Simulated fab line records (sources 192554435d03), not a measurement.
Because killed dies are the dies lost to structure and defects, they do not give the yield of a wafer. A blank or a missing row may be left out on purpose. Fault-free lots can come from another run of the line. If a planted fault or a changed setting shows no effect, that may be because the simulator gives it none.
Chamber matching	flow n5Finfet	N5_BEOL_M7_VIA_ETCH_34 on rieDiel-05: 4 sister chambers
The step etches SiCOH lowk in C4F6/O2, target depth 125.5 nm, time 50.5 s. 4 wafers are shown with their chamber, then 8 later ones without.

== EACH WAFER AND ITS CHAMBER ==
wafer	chamber	showerheadPlenumPTorr (Torr)
L083.1	0	3.04
L083.3	2	2.82
L083.4	3	2.83
L084.2	1	2.84

== WAFERS WHOSE CHAMBER IS MISSING ==
wafer	showerheadPlenumPTorr (Torr)
L084.4	2.83
L084.6	2.84
L088.2	2.83
L088.4	2.81
L088.5	2.83
L089.2	2.84
L089.3	3.04
L089.5	2.81

== EACH ONE'S CHAMBER ==
wafer	from the rows above	in truth
L084.4	3	3
L084.6	1	1
L088.2	3	3
L088.4	2	2
L088.5	3	3
L089.2	1	1
L089.3	0	0
L089.5	2	2
Correctly placed: 8 of 8. Left unplaced by these rows: 0. Placed wrongly: 0.
How it was worked out, from the rows above alone: a wafer's distance from a chamber is the root of the sum, over the readings, of the square of ((its reading less the chamber's mean) divided by the reading's scatter). The wafer belongs to the nearest chamber; if the next one is less than 2 further off, it can't be placed. For every chamber, the mean is computed from those of its wafers that are shown. The scatter: with one shown wafer a chamber, the root of the mean of the squares of how far each hidden wafer lies from its nearest shown one.
